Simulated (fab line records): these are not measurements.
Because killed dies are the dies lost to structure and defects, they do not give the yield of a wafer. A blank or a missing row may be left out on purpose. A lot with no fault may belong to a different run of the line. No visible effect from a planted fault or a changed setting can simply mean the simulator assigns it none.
Comparing a struck lot with a sound one :: flow n5 finfet :: 15 steps out of a route of 1938
Sound: wafers L923.1, L923.4, L923.5. Struck: wafers L918.1, L918.4, L918.6. At the end, the cause is stated.
Order at every step that has rows: each side's tool, ch and its chambers, its first start. Under that, the readings that differ: sound wafers :: struck wafers :: difference of the means :: sigmas: that difference in standard deviations of wafers without a fault.
alike: readings whose means differ by less than 2 such deviations, and words and numbers that are the same on both sides. not compared: withheld readings, readings that some wafer has no value for, bounds like >300 that may hide the same value, and numbers for which the record gives no deviation and whose values overlap.
A row with sigmas, a row that says differs or no value, or rows on one side alone: a step with any of these is where the two part. Numbers that don't overlap but have no deviation are shown without sigmas and don't part them. A reading missing from all wafers of one side parts the sides only when that side holds two or more wafers.

N5_BEOL_M7_VIA_ETCH_34: etches SiCOH lowk in C4F6/O2, target depth 125.5 nm, time 50.5 s.
  sound on rie diel-05 ch 0,2, day 12 10:55; struck on rie diel-04 ch 1,2, day 11 11:45
  alike: drypump motor current A, oes product au, rf vpp V, showerhead plenum p Torr, throttle valve pct
  not compared: rf hours counter h
then, 1 step without rows for these wafers: N5_BEOL_M7_STRIP_76 (strips in C4F6/O2).
N5_BEOL_M7_STRIP_36: strips in N2/H2.
  sound on rie diel-05 ch 0,2, day 12 10:58; struck on rie diel-04 ch 1,2, day 11 11:48
  alike: drypump motor current A, oes product au, power w, rf vpp V, showerhead plenum p Torr, throttle valve pct
  not compared: rf hours counter h
then, 1 step without rows for these wafers: N5_BEOL_M7_TRENCH_ETCH_37 (etches SiCOH lowk in C4F6/O2, target depth 93.478 nm, time 31.2 s).
N5_BEOL_M7_ETCH_41: etches SiCN in CH3F/O2, target depth 31.9 nm, time 57.8 s.
  sound: rie diel-05 ch 0,2; struck: rie diel-04 ch 1,2
  alike: drypump motor current A, oes product au, rf vpp V, showerhead plenum p Torr, throttle valve pct
  not compared: rf hours counter h
N5_BEOL_M7_STRIP_80: strips in N2/H2, time 10 s.
  sound: rie diel-05 ch 0,2; struck: rie diel-04 ch 1,2
  alike: drypump motor current A, oes product au, rf vpp V, showerhead plenum p Torr, throttle valve pct
  not compared: rf hours counter h
N5_BEOL_M7_OCD_MEAS_38:
  sound: ocd-02 at day 12 11:10; struck: ocd-01 at day 11 12:00
  alike: trench depth nm
then, 4 steps without rows for these wafers: N5_BEOL_M7_HM_STRIP_39 (strips TiN in peroxide tin strip, target depth 25 nm, time 158 s); N5_BEOL_M7_SRD_40 (time 30 s); N5_BEOL_M7_PRECLEAN_42 (cleans in residue remover, time 60 s); N5_BEOL_M7_SRD_43 (time 30 s).
N5_BEOL_M7_CD_MEAS_35: the cd target is 40 nm.
  sound: cd sem-01 at day 12 11:20; struck: cd sem-01 at day 11 12:10
  alike: cd nm
N5_BEOL_M7_CURE_75: cures SiCOH lowk, time 120 s.
  sound on uv cure-02 ch 2, day 12 11:37; struck on uv cure-03 ch 1, day 11 12:12
  no value came back on the struck wafers for lamp power pct (%), run length s (s), wafer_temp_C_max; on the sound wafers lamp power pct (%) reads 52.38 52.30 52.34
N5_BEOL_M7_DEGAS_44: time 60 s.
  sound: pvd sputter-01 at day 12 12:00; struck: pvd sputter-01 at day 11 13:04
  alike: heater power w
-- record jumps: 3 days separate the struck wafers' starts on either side; left off in module BEOL_M7, taken up again in module PASSIVATION, whose first shown step is the route's number 1936 --
N5_PASSIVATION_PROBE_49:
  the record has rows for the struck wafers here (prober-01, day 14 17:10) and none for the sound ones

== WHERE THEY PART ==
Last at N5_PASSIVATION_PROBE_49 as far as this record goes, first at N5_BEOL_M7_CURE_75.

WHY: what the simulator had put in
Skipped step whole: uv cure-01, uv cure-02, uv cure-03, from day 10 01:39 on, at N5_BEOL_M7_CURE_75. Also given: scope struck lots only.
